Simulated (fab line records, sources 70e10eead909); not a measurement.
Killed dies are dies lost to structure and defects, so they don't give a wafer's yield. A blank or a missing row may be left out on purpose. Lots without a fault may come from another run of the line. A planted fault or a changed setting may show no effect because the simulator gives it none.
Which tool did it? | flow nand_harc | 24 lots, 72 wafers sampled, at 6 steps of a route of 1302

WHAT THE GAUGES READ, wafer by wafer
NHARC_A_CONTACT_INSPECT_44.
lot  | measured     | on                | raw_defect_count
L075 | day 21 22:01 | defect_inspect-02 | 52 46 53
L074 | day 21 22:20 | defect_inspect-02 | 123 108 99
L076 | day 22 12:43 | defect_inspect-01 | 96 99 103
L078 | day 22 13:06 | defect_inspect-02 | 102 111 125
L077 | day 23 04:31 | defect_inspect-01 | 75 72 68
L079 | day 24 00:21 | defect_inspect-01 | 76 74 84
L081 | day 24 20:38 | defect_inspect-02 | 62 54 71
L080 | day 25 01:33 | defect_inspect-02 | 105 111 110
L083 | day 25 03:37 | defect_inspect-01 | 166 159 159
L082 | day 25 05:45 | defect_inspect-01 | 25 29 27
L084 | day 25 18:46 | defect_inspect-02 | 14 13 13
L085 | day 26 05:14 | defect_inspect-02 | 118 142 127
L086 | day 26 05:26 | defect_inspect-01 | 79 70 64
L087 | day 26 15:20 | defect_inspect-02 | 61 68 54
L089 | day 27 07:24 | defect_inspect-02 | 92 91 99
L091 | day 27 14:16 | defect_inspect-02 | 102 106 83
L090 | day 27 15:25 | defect_inspect-02 | 93 88 97
L088 | day 27 19:37 | defect_inspect-02 | 65 64 62
L092 | day 28 15:02 | defect_inspect-01 | 56 61 52
L093 | day 29 00:19 | defect_inspect-02 | 86 112 104
L095 | day 29 17:18 | defect_inspect-01 | 87 72 65
L094 | day 29 17:32 | defect_inspect-01 | 36 40 44
L096 | day 30 05:26 | defect_inspect-01 | 31 35 40
L097 | day 30 22:28 | defect_inspect-02 | 32 36 46

NHARC_A_CONTACT_OVL_MEAS_70.
lot  | measured     | on         | overlay_x_nm (nm) | overlay_y_nm (nm)
L075 | day 22 08:13 | overlay-01 | -1.0 -0.2 -0.4    | -0.2 0.1 0.4
L074 | day 22 08:31 | overlay-02 | -0.1 -1.1 -0.7    | 0.0 -0.6 0.1
L076 | day 22 23:08 | overlay-01 | -0.2 -1.0 -0.5    | 1.0 1.4 1.7
L078 | day 22 23:29 | overlay-01 | 1.0 0.7 0.6       | -1.1 -0.8 -0.9
L077 | day 23 16:45 | overlay-02 | -1.6 -0.7 -1.1    | -0.8 -0.2 -1.1
L079 | day 24 11:24 | overlay-02 | 0.7 0.7 1.0       | 0.0 0.5 0.7
L081 | day 25 08:59 | overlay-01 | -0.1 -0.3 -0.2    | -0.6 -1.6 -1.0
L080 | day 25 12:22 | overlay-01 | 0.7 1.0 0.9       | -0.6 0.1 -0.3
L083 | day 25 13:44 | overlay-02 | 0.5 0.1 0.1       | -0.6 0.0 -0.4
L082 | day 25 17:48 | overlay-01 | 0.6 0.5 0.8       | 0.2 0.2 0.4
L084 | day 26 08:37 | overlay-02 | -0.9 -0.8 -1.1    | -0.9 -0.7 -0.5
L085 | day 26 15:27 | overlay-01 | 1.7 1.2 2.2       | 1.2 1.0 1.0
L086 | day 26 18:29 | overlay-02 | -1.1 -0.9 -0.3    | -0.5 -0.6 -0.5
L087 | day 27 03:08 | overlay-02 | 0.4 0.1 0.8       | -1.1 -0.4 -1.0
L089 | day 27 19:18 | overlay-01 | -0.3 0.5 -0.2     | -1.4 -0.2 -0.7
L091 | day 28 00:29 | overlay-02 | -2.1 -2.3 -1.9    | -0.5 -0.3 -0.8
L090 | day 28 05:40 | overlay-02 | -0.6 -0.9 -0.7    | 0.9 1.2 1.5
L088 | day 28 08:49 | overlay-02 | -1.0 -1.5 -1.4    | -0.7 -1.5 -1.2
L092 | day 29 03:33 | overlay-01 | -1.0 -1.7 -1.4    | 1.4 1.0 1.0
L093 | day 29 10:28 | overlay-01 | -0.3 0.0 -0.7     | -0.6 -0.6 -0.4
L095 | day 30 03:41 | overlay-02 | -0.3 0.1 -0.2     | 0.8 0.1 0.1
L094 | day 30 03:50 | overlay-01 | -0.7 -1.3 -0.9    | -0.2 0.4 -0.6
L096 | day 30 15:35 | overlay-01 | -0.9 -1.1 -1.4    | -0.2 -0.7 -0.3
L097 | day 31 08:47 | overlay-01 | 0.7 0.5 0.5       | 0.6 0.6 0.9

NHARC_A_CONTACT_CD_MEAS_80.
lot  | measured     | on        | cd_nm (nm)
L075 | day 22 12:29 | cd_sem-03 | 289.4 290.3 289.5
L074 | day 22 13:09 | cd_sem-01 | 289.7 289.2 290.0
L076 | day 23 03:23 | cd_sem-03 | 289.6 289.6 289.1
L078 | day 23 03:50 | cd_sem-01 | 288.8 289.1 288.8
L077 | day 23 21:02 | cd_sem-03 | 289.5 290.2 289.4
L079 | day 24 16:01 | cd_sem-01 | 287.1 287.9 287.3
L081 | day 25 13:23 | cd_sem-03 | 289.4 289.8 289.7
L080 | day 25 16:38 | cd_sem-01 | 288.3 288.9 289.3
L083 | day 25 17:59 | cd_sem-02 | 290.6 289.8 290.2
L082 | day 25 22:07 | cd_sem-01 | 289.8 289.9 289.6
L084 | day 26 12:55 | cd_sem-03 | 289.7 289.2 289.3
L085 | day 26 21:11 | cd_sem-01 | 289.5 289.0 288.8
L086 | day 26 23:25 | cd_sem-01 | 289.8 290.4 290.0
L087 | day 27 07:43 | cd_sem-01 | 290.0 290.7 289.3
L089 | day 27 23:34 | cd_sem-01 | 289.4 289.5 289.9
L091 | day 28 04:46 | cd_sem-02 | 289.7 290.1 290.2
L090 | day 28 09:57 | cd_sem-02 | 289.8 290.4 290.2
L088 | day 28 13:05 | cd_sem-02 | 290.3 290.3 290.0
L092 | day 29 07:50 | cd_sem-03 | 290.0 290.7 290.5
L093 | day 29 14:43 | cd_sem-02 | 288.1 288.1 288.6
L095 | day 30 07:58 | cd_sem-01 | 289.8 289.3 290.2
L094 | day 30 08:06 | cd_sem-03 | 290.1 288.7 289.2
L096 | day 30 19:54 | cd_sem-03 | 289.1 290.0 288.8
L097 | day 31 13:04 | cd_sem-01 | 289.7 289.8 290.5

NHARC_A_CONTACT_INSPECT_10.
lot  | measured     | on                | raw_defect_count
L075 | day 22 15:56 | defect_inspect-02 | 50 49 58
L074 | day 22 17:00 | defect_inspect-02 | 122 120 100
L076 | day 23 08:38 | defect_inspect-02 | 93 102 108
L078 | day 23 09:00 | defect_inspect-02 | 105 110 120
L077 | day 24 00:28 | defect_inspect-01 | 71 73 75
L079 | day 24 19:26 | defect_inspect-01 | 76 80 84
L081 | day 25 17:54 | defect_inspect-02 | 64 55 69
L080 | day 25 21:20 | defect_inspect-02 | 110 114 111
L083 | day 25 21:50 | defect_inspect-01 | 161 158 159
L082 | day 26 05:02 | defect_inspect-01 | 28 31 27
L084 | day 26 21:01 | defect_inspect-02 | 13 12 11
L085 | day 27 01:26 | defect_inspect-01 | 118 141 127
L086 | day 27 06:52 | defect_inspect-01 | 83 75 63
L087 | day 27 15:31 | defect_inspect-01 | 58 64 56
L089 | day 28 06:36 | defect_inspect-01 | 89 96 94
L091 | day 28 08:20 | defect_inspect-02 | 98 109 91
L090 | day 28 13:20 | defect_inspect-01 | 96 95 104
L088 | day 28 17:10 | defect_inspect-02 | 60 62 58
L092 | day 29 11:30 | defect_inspect-02 | 70 75 62
L093 | day 29 18:56 | defect_inspect-01 | 86 116 108
L095 | day 30 11:26 | defect_inspect-01 | 92 79 68
L094 | day 30 11:41 | defect_inspect-02 | 40 44 51
L096 | day 30 23:20 | defect_inspect-02 | 32 42 39
L097 | day 31 16:52 | defect_inspect-02 | 34 46 44

WHICH TOOL RAN EACH LOT (tool, then ch and the chambers of the sampled wafers, then the start)
lot  | NHARC_A_CONTACT_ETCH_78                       | NHARC_A_CONTACT_ETCH_129
L075 | rie_diel-11 ch 0,2, day 22 10:48 or earlier   | har_cap_etch-02 ch 0,1, day 22 10:48
L074 | rie_diel-05 ch 0,1, day 22 11:20 or earlier   | har_cap_etch-01 ch 0,1, day 22 11:20
L076 | rie_diel-11 ch 0,2, day 23 01:43 or earlier   | har_cap_etch-02 ch 1, day 23 01:43
L078 | rie_diel-01 ch 0,1,2, day 23 02:10 or earlier | har_cap_etch-01 ch 0,1, day 23 02:10
L077 | rie_diel-11 ch 0,2, day 23 19:19 or earlier   | har_cap_etch-03 ch 0, day 23 19:19
L079 | rie_diel-11 ch 1,2,3, day 24 14:19 or earlier | har_cap_etch-03 ch 1, day 24 14:19
L081 | rie_diel-11 ch 0,1,2, day 25 11:42 or earlier | har_cap_etch-03 ch 0,1, day 25 11:42
L080 | rie_diel-01 ch 1,3, day 25 14:59 or earlier   | har_cap_etch-02 ch 0,1, day 25 14:59
L083 | rie_diel-01 ch 0,1,3, day 25 16:17 or earlier | har_cap_etch-01 ch 0,1, day 25 16:17
L082 | rie_diel-01 ch 0,2,3, day 25 20:24 or earlier | har_cap_etch-02 ch 0,1, day 25 20:24
L084 | rie_diel-01 ch 0,2,3, day 26 11:14 or earlier | har_cap_etch-01 ch 0,1, day 26 11:14
L085 | rie_diel-01 ch 0,2, day 26 19:24 or earlier   | har_cap_etch-02 ch 0,1, day 26 19:24
L086 | rie_diel-05 ch 0,2,3, day 26 21:19 or earlier | har_cap_etch-01 ch 0,1, day 26 21:19
L087 | rie_diel-01 ch 0,2,3, day 27 05:44 or earlier | har_cap_etch-01 ch 0,1, day 27 05:44
L089 | rie_diel-11 ch 0,1,2, day 27 21:50 or earlier | har_cap_etch-01 ch 0,1, day 27 21:50
L091 | rie_diel-05 ch 0,3, day 28 03:04 or earlier   | har_cap_etch-02 ch 0,1, day 28 03:04
L090 | rie_diel-11 ch 0,1, day 28 08:16 or earlier   | har_cap_etch-01 ch 0,1, day 28 08:16
L088 | rie_diel-05 ch 0,1,2, day 28 11:22 or earlier | har_cap_etch-01 ch 0,1, day 28 11:22
L092 | rie_diel-05 ch 1,2,3, day 29 06:05 or earlier | har_cap_etch-02 ch 0,1, day 29 06:05
L093 | rie_diel-11 ch 1,2,3, day 29 13:03 or earlier | har_cap_etch-01 ch 0,1, day 29 13:03
L095 | rie_diel-11 ch 1,3, day 30 06:17 or earlier   | har_cap_etch-03 ch 0,1, day 30 06:17
L094 | rie_diel-01 ch 0,2,3, day 30 06:23 or earlier | har_cap_etch-02 ch 0,1, day 30 06:23
L096 | rie_diel-11 ch 0,3, day 30 18:10 or earlier   | har_cap_etch-01 ch 0,1, day 30 18:10
L097 | rie_diel-11 ch 1,2,3, day 31 11:21 or earlier | har_cap_etch-01 ch 0,1, day 31 11:21
- NHARC_A_CONTACT_ETCH_78: etches the open film in O2/COS, target depth 5300 nm, time 1378 s.
- NHARC_A_CONTACT_ETCH_129: etches the open film in C4F8/O2/Ar, time 197 s, target depth 1918 nm.

WHAT THE TOOLS THEMSELVES READ (means of the sampled wafers that have a number; where no wafer has one, the mark that the record gives instead)
NHARC_A_CONTACT_ETCH_78.
lot  | tool        | drypump_motor_current_A (A) | oes_product_au (a.u.) | rf_vpp_V (V) | showerhead_plenum_p_Torr (Torr) | throttle_valve_pct (%)
L075 | rie_diel-11 | 5.7                         | 0.995                 | 313.3        | 3.07                            | 28.324
L074 | rie_diel-05 | 5.3                         | 1.008                 | 314.8        | 3.20                            | 28.331
L076 | rie_diel-11 | 5.5                         | 1.006                 | 315.1        | 3.18                            | 28.325
L078 | rie_diel-01 | 5.9                         | 1.001                 | 311.8        | 2.98                            | 28.334
L077 | rie_diel-11 | 5.5                         | 1.005                 | 314.9        | 3.18                            | 28.326
L079 | rie_diel-11 | 5.7                         | 1.011                 | 312.1        | 3.04                            | 28.332
L081 | rie_diel-11 | 5.8                         | 0.995                 | 313.0        | 3.05                            | 28.331
L080 | rie_diel-01 | 5.6                         | 0.998                 | 313.6        | 3.10                            | 28.338
L083 | rie_diel-01 | 5.7                         | 1.004                 | 313.4        | 3.03                            | 28.332
L082 | rie_diel-01 | 6.1                         | 0.998                 | 311.5        | 3.00                            | 28.330
L084 | rie_diel-01 | 6.1                         | 0.998                 | 312.6        | 3.00                            | 28.333
L085 | rie_diel-01 | 6.3                         | 0.990                 | 311.1        | 2.93                            | 28.336
L086 | rie_diel-05 | 5.4                         | 0.998                 | 315.2        | 3.20                            | 28.327
L087 | rie_diel-01 | 6.0                         | 1.002                 | 312.1        | 2.99                            | 28.331
L089 | rie_diel-11 | 5.8                         | 1.002                 | 313.2        | 3.05                            | 28.335
L091 | rie_diel-05 | 5.1                         | 1.001                 | 315.4        | 3.19                            | 28.336
L090 | rie_diel-11 | 5.9                         | 0.995                 | 312.6        | 3.04                            | 28.334
L088 | rie_diel-05 | 5.6                         | 1.002                 | 315.7        | 3.18                            | 28.333
L092 | rie_diel-05 | 5.6                         | 1.003                 | 315.9        | 3.24                            | 28.330
L093 | rie_diel-11 | 5.6                         | 1.004                 | 313.2        | 3.03                            | 28.330
L095 | rie_diel-11 | 5.4                         | 1.000                 | 314.6        | 3.12                            | 28.326
L094 | rie_diel-01 | 6.1                         | 1.002                 | 312.4        | 2.98                            | 28.337
L096 | rie_diel-11 | 5.2                         | 0.998                 | 315.9        | 3.25                            | 28.321
L097 | rie_diel-11 | 5.7                         | 1.005                 | 312.6        | 3.03                            | 28.327

NHARC_A_CONTACT_ETCH_129.
lot  | tool            | oes_air_line_au (a.u.)
L075 | har_cap_etch-02 | 0.995
L074 | har_cap_etch-01 | 0.992
L076 | har_cap_etch-02 | 1.006
L078 | har_cap_etch-01 | 0.995
L077 | har_cap_etch-03 | 1.011
L079 | har_cap_etch-03 | 0.985
L081 | har_cap_etch-03 | 0.996
L080 | har_cap_etch-02 | 1.009
L083 | har_cap_etch-01 | 1.006
L082 | har_cap_etch-02 | 0.963
L084 | har_cap_etch-01 | 1.002
L085 | har_cap_etch-02 | 1.034
L086 | har_cap_etch-01 | 1.000
L087 | har_cap_etch-01 | 1.015
L089 | har_cap_etch-01 | 1.002
L091 | har_cap_etch-02 | 1.014
L090 | har_cap_etch-01 | 1.000
L088 | har_cap_etch-01 | 1.011
L092 | har_cap_etch-02 | 1.016
L093 | har_cap_etch-01 | 0.997
L095 | har_cap_etch-03 | 0.987
L094 | har_cap_etch-02 | 1.004
L096 | har_cap_etch-01 | 1.009
L097 | har_cap_etch-01 | 1.012

THE ANSWER, worked out from the rows above alone
Rule: what is usual is taken from the lots themselves. Put in order of their means at a reading, lots are off if they are a third of the lots or fewer, leave a main group of 4 or more, and stand apart from it by a gap of 3 or more times the standard deviation of the main group's means; of several such gaps the widest counts. A main group whose means are all the same, to the digits that the tables above print for the reading, isn't used. A lot without any number at a reading at which 4 lots or more have one is off too. The other lots that the step has rows for count as sound. The gauges are gone through in route order, then the tools' own readings, and for those a lot's mean is taken as printed above. The first step at which some lot is off is used, and at that step the reading that is off furthest; a lot without a number counts as furthest.
No lot is off at any reading shown: from this, nothing can be told.

WHAT THE SIMULATOR HAD PUT IN
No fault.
